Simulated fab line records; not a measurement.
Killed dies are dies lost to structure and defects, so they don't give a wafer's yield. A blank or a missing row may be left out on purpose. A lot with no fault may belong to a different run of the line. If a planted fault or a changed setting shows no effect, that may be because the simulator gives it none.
fab line records    flow n5-finfet
record lots=7  wafers=39
route steps=1938 shown BEOL_M8@1377 BEOL_M11@1579 BEOL_M12@1649 MIM_BOT@1833
start-h: hours from the record's first day to the start of the lot's first wafer shown    wait-h: hours elapsed since this lot's preceding step    " repeats the value in the row above    L1.1+2: a single row standing in for several wafers    - no value, or no start was given    * or withheld: withheld    < > ~ a bound
route shown NAME@n: NAME is a module with steps in the file, n the number in the route of the first one    usual: mean/standard deviation of fault-free wafers    same: alike in all rows    chamber/n: place in a boat    sites: each site's reading    _std_site: the standard deviation of these    _edge_site: outer sites' mean less inner sites'    radius-mm: for every site, how far away it sits from the centre of the wafer    mask NAME#n: copy n    behind: the last tool/chamber to shape the wafer    hold: the reason the lot was held/the length of the hold in hours/how it ended    device: the n, p or np transistor that did not switch    end of line: at the end of the route, the tests of the same wafers    a step given without rows: its recipe and nothing more    killed: dies that structure and defects cost at the first sort, which is not the same as the wafer's yield    map: a wafer's dies, x killed, . not, _ none there
set.NAME: the setting the step ran with; set.NAME@STEP: the setting that earlier step ran with    model.NAME: the simulator's own value behind a step, which no gauge read
lots whose settings were changed on purpose; a table a step, a row a wafer
## steps
# step N5_BEOL_M8_TRENCH_ETCH_37
# recipe chemistry=C4F6/O2  target-depth-a=934.78  target=SiCOH_lowk  time-s=31.2  ion-energy-ev=250  pressure-mtorr=30  source-w=345  bias-w=185  Ar_flow_sccm=300  C4F6_flow_sccm=10  O2_flow_sccm=10
lot.wafer  tool         chamber  start-h  wait-h  set.time-s  model.etch.depth-nm  model.BEOL_M8.feature-depth-nm
L075.1     rie-diel-06  1        -        -       31.2        89.65                89.6
L075.2     "            2        "        "       31.2        94.13                94.2
L075.3     "            0        "        "       16.27       48.71                48.8
L075.4     "            3        "        "       16.27       47.31                47.4
L075.5     "            3        "        "       31.2        90.77                90.8
L075.6     "            0        "        "       16.27       49.13                49.2
L076.2     rie-diel-05  2        -        -       31.2        93.53                93.6
L076.3     "            0        "        "       31.2        95.4                 95.4
L076.5     "            0        "        "       31.2        94.9                 95
L077.1     rie-diel-06  2        -        -       31.2        93.84                93.8
L077.2     "            3        "        "       15.64       45.31                45.4
L077.3     "            0        "        "       15.64       47.56                47.6
L077.4     "            1        "        "       31.2        89.2                 89.2
L077.5     "            2        "        "       15.64       47.01                47
L077.6     "            3        "        "       31.2        90.36                90.4
L078.1     rie-diel-05  1        -        -       31.2        92.9                 93
L078.2     "            2        "        "       31.2        95.32                95.4
L078.3     "            3        "        "       31.2        88.86                88.8
L078.4     "            0        "        "       31.2        95.3                 95.2
L078.5     "            3        "        "       31.2        88.82                88.8
L078.6     "            2        "        "       31.2        96.26                96.2
L086.1     rie-diel-05  2        -        -       31.2        94.09                94
L086.2     "            3        "        "       31.2        89.15                89.2
L086.3     "            1        "        "       31.2        92.03                92
L086.4     "            0        "        "       31.2        94.68                94.6
L086.5     "            0        "        "       31.2        94.7                 94.6
L086.6     "            3        "        "       31.2        89.24                89.2
L092.1     rie-diel-05  2        -        -       31.2        94.19                94.2
L092.2     "            0        "        "       31.2        94.36                94.4
L092.3     "            1        "        "       31.2        92.22                92.2
L092.4     "            3        "        "       31.2        87.87                87.8
L092.5     "            2        "        "       31.2        94                   94
L092.6     "            1        "        "       31.2        92.65                92.6
L094.1     rie-diel-06  2        -        -       31.2        93.9                 94
L094.2     "            1        "        "       31.2        90.16                90.2
L094.3     "            0        "        "       31.2        94.36                94.4
L094.4     "            2        "        "       25.36       75.83                75.8
L094.5     "            1        "        "       25.36       73.52                73.6
L094.6     "            0        "        "       25.36       76.9                 76.8
# step N5_BEOL_M8_ETCH_41
# recipe chemistry=CH3F/O2  target=SiCN  target-depth-a=319  taper-deg=2  time-s=57.8  ion-energy-ev=120  mask-material=TiN  pressure-mtorr=30  source-w=395  bias-w=75  Ar_flow_sccm=150  CH3F_flow_sccm=30  O2_flow_sccm=20
# step N5_BEOL_M8_STRIP_80
# recipe chemistry=N2/H2  time-s=10  power-w=450  temp-c=40  pressure-mtorr=20  rf-frequency-hz=6e+07  bias-power-w=7  n2-flow-sccm=200  h2-flow-sccm=200
# step N5_BEOL_M8_OCD_MEAS_38
# usual trench-depth-nm=92.6/2.3
lot.wafer  tool    chamber  start-h  wait-h  set.time-s@BEOL_M8_TRENCH_ETCH_37  trench-depth-nm
L075.1     ocd-01  -        208.17   -       31.2                               89.6
L075.2     "       -        "        "       31.2                               94.3
L075.3     "       -        "        "       16.27                              49.1
L075.4     "       -        "        "       16.27                              47.4
L075.5     "       -        "        "       31.2                               90.5
L075.6     "       -        "        "       16.27                              48.5
L076.2     ocd-01  -        213.01   -       31.2                               93.8
L076.3     "       -        "        "       31.2                               95.0
L076.5     "       -        "        "       31.2                               94.9
L077.1     ocd-02  -        215.13   -       31.2                               94.1
L077.2     "       -        "        "       15.64                              45.1
L077.3     "       -        "        "       15.64                              47.3
L077.4     "       -        "        "       31.2                               89.6
L077.5     "       -        "        "       15.64                              46.8
L077.6     "       -        "        "       31.2                               90.7
L078.1     ocd-02  -        234.13   -       31.2                               93.0
L078.2     "       -        "        "       31.2                               95.0
L078.3     "       -        "        "       31.2                               89.0
L078.4     "       -        "        "       31.2                               95.1
L078.5     "       -        "        "       31.2                               89.0
L078.6     "       -        "        "       31.2                               96.6
L086.1     ocd-02  -        277.18   -       31.2                               94.2
L086.2     "       -        "        "       31.2                               89.4
L086.3     "       -        "        "       31.2                               92.4
L086.4     "       -        "        "       31.2                               95.1
L086.5     "       -        "        "       31.2                               94.4
L086.6     "       -        "        "       31.2                               89.5
L092.1     ocd-01  -        317.38   -       31.2                               94.3
L092.2     "       -        "        "       31.2                               -
L092.3     "       -        "        "       31.2                               92.3
L092.4     "       -        "        "       31.2                               -
L092.5     "       -        "        "       31.2                               94.0
L092.6     "       -        "        "       31.2                               92.3
L094.1     ocd-02  -        318.33   -       31.2                               93.7
L094.2     "       -        "        "       31.2                               90.0
L094.3     "       -        "        "       31.2                               94.4
L094.4     "       -        "        "       25.36                              76.1
L094.5     "       -        "        "       25.36                              73.7
L094.6     "       -        "        "       25.36                              76.5
# step N5_BEOL_M8_HM_STRIP_39
# recipe chemistry=peroxide-tin-strip  material=TiN  target-depth-a=250  temp-c=50  time-s=158
# step N5_BEOL_M8_SRD_40
# recipe time-s=30  temp-c=23  rinse-liquid=diw  dry=ipa-marangoni
# step N5_BEOL_M8_ECD_50
# recipe material=Cu  target-thk-a=3000
# step N5_BEOL_M8_ANNEAL_51
# recipe temp-c=225  time-s=90  ambient=N2
# step N5_BEOL_M8_CMP_52
# recipe stop-on=SiCOH_lowk  t-overpolish-s=6.9  down-force-psi=1  platen-rpm=50  clearing-platen-down-force-psi=1.5  clearing-platen-rpm=50  post-cmp-clean=cu-alkaline  target-thk-nm=80  clearing-platen-pad-velocity-m-s=0.99484  pad-velocity-m-s=0.99484
lot.wafer  tool    chamber  start-h  wait-h  set.time-s@BEOL_M8_TRENCH_ETCH_37  model.Cu_of_BEOL_M8_ECD_50.thk-nm
L075.4     cmp-03  3        210.71   0.1     16.27                              35.6
L075.2     "       0        "        "       31.2                               79.2
L075.3     "       1        "        "       16.27                              34.8
L075.1     "       2        "        "       31.2                               75.4
L075.6     "       3        "        "       16.27                              37.6
L075.5     "       0        "        "       31.2                               76.4
L076.3     cmp-01  2        215.23   0.2     31.2                               80.2
L076.2     "       3        "        "       31.2                               82.4
L076.5     "       3        "        "       31.2                               83.6
L077.4     cmp-02  2        218.67   0.1     31.2                               75
L077.2     "       3        "        "       15.64                              31.8
L077.3     "       0        "        "       15.64                              37.4
L077.1     "       1        "        "       31.2                               80.8
L077.6     "       2        "        "       31.2                               76.8
L077.5     "       3        "        "       15.64                              34.6
L078.1     cmp-03  3        237.19   0.3     31.2                               80.8
L078.2+4   "       0,1      "        "       31.2                               81.8
L078.3     "       2        "        "       31.2                               75.4
L078.6     "       3        "        "       31.2                               84.8
L078.5     "       0        "        "       31.2                               73.6
L086.1     cmp-03  0        279.24   0.3     31.2                               80.6
L086.3     "       1        "        "       31.2                               79.8
L086.2     "       2        "        "       31.2                               77.2
L086.4     "       3        "        "       31.2                               83
L086.5     "       0        "        "       31.2                               80
L086.6     "       1        "        "       31.2                               76.2
L092.1     cmp-01  2        319.76   0.3     31.2                               81
L092.2     "       3        "        "       31.2                               84
L092.4     "       0        "        "       31.2                               71.8
L092.3     "       1        "        "       31.2                               80.2
L092.5     "       2        "        "       31.2                               80
L092.6     "       3        "        "       31.2                               82
L094.3     cmp-02  0        320.06   0.2     31.2                               82.4
L094.4     "       1        "        "       25.36                              63
L094.2     "       2        "        "       31.2                               75.6
L094.1     "       3        "        "       31.2                               81
L094.5     "       0        "        "       25.36                              62.8
L094.6     "       1        "        "       25.36                              65.2
# step N5_BEOL_M8_THK_MEAS_53
# recipe thk-meas-gauge=xrf  reads=Cu_of_BEOL_M8_ECD_50
# usual M8_THK=80.8/2.8
lot.wafer  tool           chamber  start-h  wait-h  set.time-s@BEOL_M8_TRENCH_ETCH_37  M8_THK[nm]
L075.1     film-metro-02  -        211.00   -       31.2                               76.4
L075.2     "              -        "        "       31.2                               80.3
L075.3     "              -        "        "       16.27                              35.4
L075.4     "              -        "        "       16.27                              36.3
L075.5     "              -        "        "       31.2                               77.8
L075.6     "              -        "        "       16.27                              38.3
L076.2     film-metro-02  -        215.52   -       31.2                               85.0
L076.3     "              -        "        "       31.2                               82.1
L076.5     "              -        "        "       31.2                               85.8
L077.1     film-metro-02  -        218.97   -       31.2                               82.0
L077.2     "              -        "        "       15.64                              32.2
L077.3     "              -        "        "       15.64                              37.9
L077.4     "              -        "        "       31.2                               76.0
L077.5     "              -        "        "       15.64                              35.0
L077.6     "              -        "        "       31.2                               77.7
L078.1     film-metro-01  -        237.49   -       31.2                               82.1
L078.2     "              -        "        "       31.2                               83.1
L078.3     "              -        "        "       31.2                               76.8
L078.4     "              -        "        "       31.2                               83.3
L078.5     "              -        "        "       31.2                               75.1
L078.6     "              -        "        "       31.2                               86.4
L086.1     film-metro-02  -        279.53   -       31.2                               81.6
L086.2     "              -        "        "       31.2                               78.2
L086.3     "              -        "        "       31.2                               80.6
L086.4     "              -        "        "       31.2                               83.9
L086.5     "              -        "        "       31.2                               80.8
L086.6     "              -        "        "       31.2                               76.6
L092.1     film-metro-02  -        320.05   -       31.2                               81.8
L092.2     "              -        "        "       31.2                               -
L092.3     "              -        "        "       31.2                               81.2
L092.4     "              -        "        "       31.2                               -
L092.5     "              -        "        "       31.2                               80.5
L092.6     "              -        "        "       31.2                               82.5
L094.1     film-metro-02  -        320.36   -       31.2                               82.3
L094.2     "              -        "        "       31.2                               77.0
L094.3     "              -        "        "       31.2                               83.8
L094.4     "              -        "        "       25.36                              64.1
L094.5     "              -        "        "       25.36                              63.9
L094.6     "              -        "        "       25.36                              66.3
# step N5_BEOL_M8_PRE_CLEAN_55
# recipe gas=NH3  time-s=15  temp-c=withheld  rf-power-w=300
# step N5_BEOL_M8_DEP_56
# recipe material=SiCN  target-thk-a=100  temp-c=withheld  precursor=3MS/NH3  pressure-torr=3  rf-w=202  time-s=17.5
# step N5_BEOL_M8_RS_MEAS_57
# recipe thk-meas-gauge=four-point-probe  reads=Cu_of_BEOL_M8_ECD_50+Co_of_BEOL_M8_CVD_78+TaN_of_BEOL_M8_ALD_77
# usual M8_RS=0.289/0.012
lot.wafer  tool           chamber  start-h  wait-h  set.time-s@BEOL_M8_TRENCH_ETCH_37  M8_RS[ohm/sq]
L075.1     film-metro-02  -        211.13   0.1     31.2                               0.308
L075.2     "              -        "        "       31.2                               0.290
L075.3     "              -        "        "       16.27                              0.811
L075.4     "              -        "        "       16.27                              0.783
L075.5     "              -        "        "       31.2                               0.303
L075.6     "              -        "        "       16.27                              0.729
L076.2     film-metro-01  -        215.65   0.1     31.2                               0.276
L076.3     "              -        "        "       31.2                               0.285
L076.5     "              -        "        "       31.2                               0.272
L077.1     film-metro-02  -        219.10   0.1     31.2                               0.283
L077.2     "              -        "        "       15.64                              0.914
L077.3     "              -        "        "       15.64                              0.737
L077.4     "              -        "        "       31.2                               0.310
L077.5     "              -        "        "       15.64                              0.816
L077.6     "              -        "        "       31.2                               0.300
L078.1     film-metro-02  -        237.65   0.1     31.2                               0.283
L078.2     "              -        "        "       31.2                               0.279
L078.3     "              -        "        "       31.2                               0.308
L078.4     "              -        "        "       31.2                               0.279
L078.5     "              -        "        "       31.2                               0.316
L078.6     "              -        "        "       31.2                               0.267
L086.1     film-metro-02  -        279.66   0.1     31.2                               0.284
L086.2     "              -        "        "       31.2                               0.299
L086.3     "              -        "        "       31.2                               0.288
L086.4     "              -        "        "       31.2                               0.274
L086.5     "              -        "        "       31.2                               0.287
L086.6     "              -        "        "       31.2                               0.303
L092.1     film-metro-01  -        320.18   0.1     31.2                               0.281
L092.2     "              -        "        "       31.2                               -
L092.3     "              -        "        "       31.2                               0.284
L092.4     "              -        "        "       31.2                               -
L092.5     "              -        "        "       31.2                               0.286
L092.6     "              -        "        "       31.2                               0.278
L094.1     film-metro-02  -        320.49   0.1     31.2                               0.283
L094.2     "              -        "        "       31.2                               0.306
L094.3     "              -        "        "       31.2                               0.276
L094.4     "              -        "        "       25.36                              0.380
L094.5     "              -        "        "       25.36                              0.383
L094.6     "              -        "        "       25.36                              0.367
# step N5_BEOL_M11_ETCH_41
# recipe chemistry=CH3F/O2  target=SiCN  target-depth-a=426  taper-deg=2  time-s=86  ion-energy-ev=120  mask-material=TiN  pressure-mtorr=30  source-w=395  bias-w=75  Ar_flow_sccm=150  CH3F_flow_sccm=30  O2_flow_sccm=20
lot.wafer  tool         chamber  start-h  wait-h  set.time-s  model.etch.depth-nm
L075.1     rie-diel-04  1        -        -       86          32.55
L075.2+5   "            3        "        "       102.7       39.8
L075.3     "            0        "        "       102.7       37.38
L075.4     "            2        "        "       86          31.06
L075.6     "            2        "        "       86          31.21
L076.2     rie-diel-01  1        -        -       86          32.12
L076.3     "            2        "        "       86          33.21
L076.5     "            3        "        "       86          31.62
L077.1     rie-diel-01  1        -        -       86          31.99
L077.2     "            3        "        "       57.53       21.03
L077.3     "            2        "        "       86          33.18
L077.4     "            0        "        "       86          34.03
L077.5     "            3        "        "       57.53       21.17
L077.6     "            0        "        "       57.53       23
L078.1+3   rie-diel-02  3,0      -        -       86          32
L078.2     "            2        "        "       57.1        22.29
L078.4     "            1        "        "       57.1        21.68
L078.5     "            1        "        "       57.1        21.57
L078.6     "            2        "        "       86          33.18
L086.1     rie-diel-01  3        -        -       45.81       16.55
L086.2     "            1        "        "       45.81       16.65
L086.3     "            0        "        "       86          33.85
L086.4     "            2        "        "       86          33.24
L086.5     "            0        "        "       86          34.03
L086.6     "            3        "        "       45.81       16.59
L092.1     rie-diel-02  3        -        -       113.7       41.73
L092.2     "            0        "        "       86          30.99
L092.3     "            2        "        "       113.7       43.64
L092.4     "            1        "        "       86          32.37
L092.5     "            1        "        "       113.7       42.81
L092.6     "            2        "        "       86          33.11
L094.1     rie-diel-04  3        -        -       133.7       51.8
L094.2     "            1        "        "       86          32.39
L094.3     "            2        "        "       86          30.93
L094.4     "            0        "        "       133.7       47.71
L094.5     "            2        "        "       133.7       48.65
L094.6     "            1        "        "       86          32.53
# step N5_BEOL_M12_SPUTTER_44
# recipe material=Ta  target-thk-a=100  temp-c=50  bias-v=80  power-w=15000  chamber-pressure-pa=0.07  time-s=16.13
lot.wafer     tool            chamber  start-h  wait-h  set.target-thk-a  model.Ta_of_BEOL_M12_SPUTTER_44.thk-nm
L075.1        pvd-sputter-03  -        244.70   0.0     100               10.2
L075.2+6      "               -        "        "       100               10.4
L075.3+4+5    "               -        "        "       100               10
L076.2+5      pvd-sputter-02  -        245.14   0.0     100               10.2
L076.3        "               -        "        "       100               10
L077.1+3+4+5  pvd-sputter-01  -        245.37   0.0     100               9.6
L077.2+6      "               -        "        "       100               9.8
L078.1+2+5    pvd-sputter-01  -        265.38   0.0     100               10
L078.3+4+6    "               -        "        "       155.7             15.6
L086.1+5+6    pvd-sputter-01  -        309.01   0.0     100               9.8
L086.2+3+4    "               -        "        "       155.2             15.4
L092.1        pvd-sputter-03  -        342.90   0.0     132               13
L092.2        "               -        "        "       132               13.6
L092.3+6      "               -        "        "       100               10.2
L092.4        "               -        "        "       132               13.2
L092.5        "               -        "        "       100               10.4
L094.1+5      pvd-sputter-01  -        346.63   0.0     100               9.6
L094.2        "               -        "        "       100               9.8
L094.3+6      "               -        "        "       72.44             7
L094.4        "               -        "        "       72.44             6.8
# step N5_BEOL_M12_SPUTTER_45
# recipe material=Cu  target-thk-a=800  temp-c=-20  bias-v=60  power-w=26000  chamber-pressure-pa=0.13  time-s=13.33
# step N5_BEOL_M12_ECD_47
# recipe material=Cu  target-thk-a=7200
# step N5_BEOL_M12_ANNEAL_48
# recipe temp-c=225  time-s=90  ambient=N2
# step N5_BEOL_M12_CMP_49
# recipe stop-on=SiOC  t-overpolish-s=20.6  down-force-psi=1  platen-rpm=50  clearing-platen-down-force-psi=1.5  clearing-platen-rpm=50  post-cmp-clean=cu-alkaline  target-thk-nm=320  clearing-platen-pad-velocity-m-s=0.99484  pad-velocity-m-s=0.99484
# usual barrier-field-endpoint-s=30.3/1
lot.wafer  tool    chamber  start-h  wait-h  set.target-thk-a@BEOL_M12_SPUTTER_44  barrier-field-endpoint-s
L075.1     cmp-02  2        245.39   0.3     100                                   30.5
L075.3     "       3        "        "       100                                   30.6
L075.2     "       0        "        "       100                                   32.4
L075.4     "       1        "        "       100                                   30.6
L075.5     "       2        "        "       100                                   29.8
L075.6     "       3        "        "       100                                   31.8
L076.3     cmp-02  1        245.82   0.2     100                                   29.7
L076.2     "       2        "        "       100                                   29.8
L076.5     "       0        "        "       100                                   31.6
L077.4     cmp-01  3        246.17   0.1     100                                   31.9
L077.1     "       0        "        "       100                                   28.5
L077.3     "       1        "        "       100                                   30.9
L077.2     "       2        "        "       100                                   29.3
L077.5     "       3        "        "       100                                   31.8
L077.6     "       0        "        "       100                                   29.3
L078.1     cmp-02  1        266.02   0.3     100                                   29.8
L078.3     "       2        "        "       155.7                                 36.0
L078.2     "       3        "        "       100                                   29.7
L078.4     "       0        "        "       155.7                                 37.3
L078.5     "       1        "        "       100                                   29.3
L078.6     "       2        "        "       155.7                                 35.2
L086.2     cmp-02  0        309.76   0.2     155.2                                 38.6
L086.4     "       1        "        "       155.2                                 37.0
L086.3     "       2        "        "       155.2                                 37.1
L086.1     "       3        "        "       100                                   30.9
L086.5     "       0        "        "       100                                   32.2
L086.6     "       1        "        "       100                                   30.2
L092.4     cmp-01  3        343.54   0.1     132                                   35.8
L092.3     "       0        "        "       100                                   29.5
L092.1     "       1        "        "       132                                   36.0
L092.2     "       2        "        "       132                                   34.2
L092.5     "       3        "        "       100                                   32.9
L092.6     "       0        "        "       100                                   29.5
L094.2     cmp-02  1        347.28   0.2     100                                   29.5
L094.1     "       2        "        "       100                                   28.5
L094.4     "       3        "        "       72.44                                 25.8
L094.3     "       0        "        "       72.44                                 26.8
L094.6     "       1        "        "       72.44                                 25.6
L094.5     "       2        "        "       100                                   28.0
# step N5_MIM_BOT_SPUTTER_00
# recipe material=TiN  target-thk-a=350  temp-c=200  power-w=3000  chamber-pressure-pa=0.49996  gas=Ar  reactive-partial-pa=0.37997  time-s=89.7
lot.wafer   tool            chamber  start-h  wait-h  set.time-s  model.TiN_of_MIM_BOT_SPUTTER_00.thk-nm
L075.1      pvd-sputter-01  -        262.36   0.0     89.7        35.4
L075.2      "               -        "        "       89.7        35.8
L075.3      "               -        "        "       118.7       46.2
L075.4      "               -        "        "       89.7        35.6
L075.5      "               -        "        "       118.7       47.2
L075.6      "               -        "        "       118.7       47
L077.1+2+4  pvd-sputter-03  -        266.86   0.0     89.7        34.6
L077.3+5    "               -        "        "       117.9       45.6
L077.6      "               -        "        "       117.9       45.4
L076.2+3    pvd-sputter-03  -        269.54   0.0     89.7        34.8
L076.5      "               -        "        "       89.7        34.6
L078.1+2+3  pvd-sputter-02  -        289.12   0.0     134         52
L078.4      "               -        "        "       89.7        34.4
L078.5      "               -        "        "       89.7        35
L078.6      "               -        "        "       89.7        34.6
L086.1      pvd-sputter-03  -        329.04   0.0     89.7        35.2
L086.2+3    "               -        "        "       89.7        34.8
L086.4      "               -        "        "       132.4       52
L086.5      "               -        "        "       132.4       51.8
L086.6      "               -        "        "       132.4       51.4
L092.1      pvd-sputter-03  -        361.63   0.0     89.7        35
L092.2+5    "               -        "        "       49.25       19.4
L092.3      "               -        "        "       49.25       19.6
L092.4      "               -        "        "       89.7        35.8
L092.6      "               -        "        "       89.7        35.6
L094.1      pvd-sputter-01  -        365.14   0.0     55.91       20.4
L094.2+5    "               -        "        "       89.7        34.8
L094.3      "               -        "        "       55.91       21.8
L094.4      "               -        "        "       55.91       21.6
L094.6      "               -        "        "       89.7        33.6
## key
split step=N5_BEOL_M8_TRENCH_ETCH_37  setting=time-s  stated=31.2  by=wafer
response step=N5_BEOL_M8_TRENCH_ETCH_37  reading=model.etch.depth-nm  change=+0.899  per=1%  r=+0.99
response step=N5_BEOL_M8_TRENCH_ETCH_37  reading=model.BEOL_M8.feature-depth-nm  change=+0.898  per=1%  r=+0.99
response step=N5_BEOL_M8_OCD_MEAS_38  reading=trench-depth-nm  change=+0.904  per=1%  r=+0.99
response step=N5_BEOL_M8_CMP_52  reading=model.Cu_of_BEOL_M8_ECD_50.thk-nm  change=+0.859  per=1%  r=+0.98
response step=N5_BEOL_M8_THK_MEAS_53  reading=M8_THK  change=+0.87  per=1%  r=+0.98
response step=N5_BEOL_M8_RS_MEAS_57  reading=M8_RS  change=-0.00985  per=1%  r=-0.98
split step=N5_BEOL_M11_ETCH_41  setting=time-s  stated=86  by=wafer
response step=N5_BEOL_M11_ETCH_41  reading=model.etch.depth-nm  change=+0.335  per=1%  r=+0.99
split step=N5_BEOL_M12_SPUTTER_44  setting=target-thk-a  stated=100  by=wafer
response step=N5_BEOL_M12_SPUTTER_44  reading=model.Ta_of_BEOL_M12_SPUTTER_44.thk-nm  change=+0.0999  per=1%  r=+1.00
response step=N5_BEOL_M12_CMP_49  reading=barrier-field-endpoint-s  change=+0.119  per=1%  r=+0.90
split step=N5_MIM_BOT_SPUTTER_00  setting=time-s  stated=89.7  by=wafer
response step=N5_MIM_BOT_SPUTTER_00  reading=model.TiN_of_MIM_BOT_SPUTTER_00.thk-nm  change=+0.351  per=1%  r=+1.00
